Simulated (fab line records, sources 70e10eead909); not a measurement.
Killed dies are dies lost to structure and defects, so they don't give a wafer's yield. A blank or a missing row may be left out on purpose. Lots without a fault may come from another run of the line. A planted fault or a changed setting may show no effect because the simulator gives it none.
A struck lot beside a sound one | flow nand_harc | 14 steps out of a route of 1159
Sound: wafers L123.3, L123.4, L123.6. Struck: wafers L131.2, L131.4, L131.6. The cause comes at the end.
At each step with rows: each side's tool, then ch and its chambers, then its first start. Under that, the readings that differ: sound wafers | struck wafers | difference of the means | sigmas: that difference in standard deviations of wafers without a fault.
alike: readings whose means differ by less than 2 such deviations, and words and numbers that are the same on both sides. not compared: withheld readings, readings that some wafer has no value for, bounds like >300 that may hide the same value, and numbers for which the record gives no deviation and whose values overlap.
The two part at a step that has a row with sigmas, a row that says differs or no value, or rows on one side only. Numbers that don't overlap but have no deviation are shown without sigmas and don't part them. A reading that every wafer of one side lacks parts them only if that side has two wafers or more.

NHARC_P_BONDPAD_CD_MEAS_09: target cd 500 nm.
  sound on cd_sem-02 ch 0, day 8 14:53; struck on cd_sem-01 ch 0, day 10 16:19
  alike: cd_nm
NHARC_P_BONDPAD_OVL_MEAS_38:
  sound on overlay-01, day 8 14:58; struck on overlay-02, day 10 16:25
  alike: overlay_x_nm, overlay_y_nm
then, 2 steps without rows for these wafers: NHARC_P_BONDPAD_HARDBAKE_10 (time 65 s); NHARC_P_BONDPAD_DESCUM_11 (chemistry O2, time 3 s).
NHARC_P_BONDPAD_ETCH_37: etches the open film in N2/H2, target depth 60 nm, overetch 18 nm, time 65.91 s.
  sound on rie_diel-11 ch 0,3, day 8 15:11; struck on rie_diel-11 ch 0,2,3, day 10 16:37
  alike: drypump_motor_current_A, n2_flow_sccm, oes_product_au, rf_vpp_V, showerhead_plenum_p_Torr, throttle_valve_pct
  not compared: rf_hours_counter_h
NHARC_P_BONDPAD_ETCH_12: etches the open film in CHF3/O2, target depth 200 nm, time 100 s.
  sound on rie_diel-11 ch 0,1,2; struck on rie_diel-11 ch 0,2
  alike: drypump_motor_current_A, oes_product_au, rf_vpp_V, showerhead_plenum_p_Torr, throttle_valve_pct
  not compared: rf_hours_counter_h
NHARC_P_BONDPAD_CD_MEAS_13:
  sound on cd_sem-03, day 8 15:25; struck on cd_sem-03, day 10 16:52
  alike: cd_nm
then, 1 step without rows for these wafers: NHARC_P_BONDPAD_STRIP_15 (strips in O2).
NHARC_P_BONDPAD_ETCH_24: etches the open film in CF4/N2, target depth 30 nm, time 72.99 s.
  sound on rie_diel-11 ch 2,3; struck on rie_diel-11 ch 2,3
  alike: cf4_flow_sccm, drypump_motor_current_A, n2_flow_sccm, oes_product_au, rf_vpp_V, showerhead_plenum_p_Torr, throttle_valve_pct
  not compared: rf_hours_counter_h
then, 1 step without rows for these wafers: NHARC_P_BONDPAD_STRIP_16 (strips in post etch residue remover, time 600 s).
NHARC_P_BONDPAD_DEGAS_25: time 60 s.
  sound on pvd_sputter-03, day 8 16:02; struck on pvd_sputter-03, day 10 17:31
  alike: heater_power_w
NHARC_P_BONDPAD_PRE_CLEAN_26: time 30 s.
  sound on pvd_sputter-03; struck on pvd_sputter-03
  alike: heater_power_w
NHARC_P_BONDPAD_PVD_17: deposits TaN, target thk 5 nm, time 8.06 s.
  sound on pvd_sputter-03, day 8 16:10; struck on pvd_sputter-03, day 10 17:37
  reading                | sound             | struck            | difference | sigmas
  cathode_dc_power_W (W) | 15000 14998 15002 | 16301 16299 16304 | +1301      | +99 or more
  alike: throttle_valve_pct
then, 1 step without rows for these wafers: NHARC_P_BONDPAD_PVD_27 (deposits Cu, target thk 30 nm, time 20.49 s).

WHERE THEY PART
Only at NHARC_P_BONDPAD_PVD_17, within this record.

WHY: what the simulator had put in
Process parameter drift: pvd_sputter-03, from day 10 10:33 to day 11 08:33, at NHARC_P_BONDPAD_PVD_17. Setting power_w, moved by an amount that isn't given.
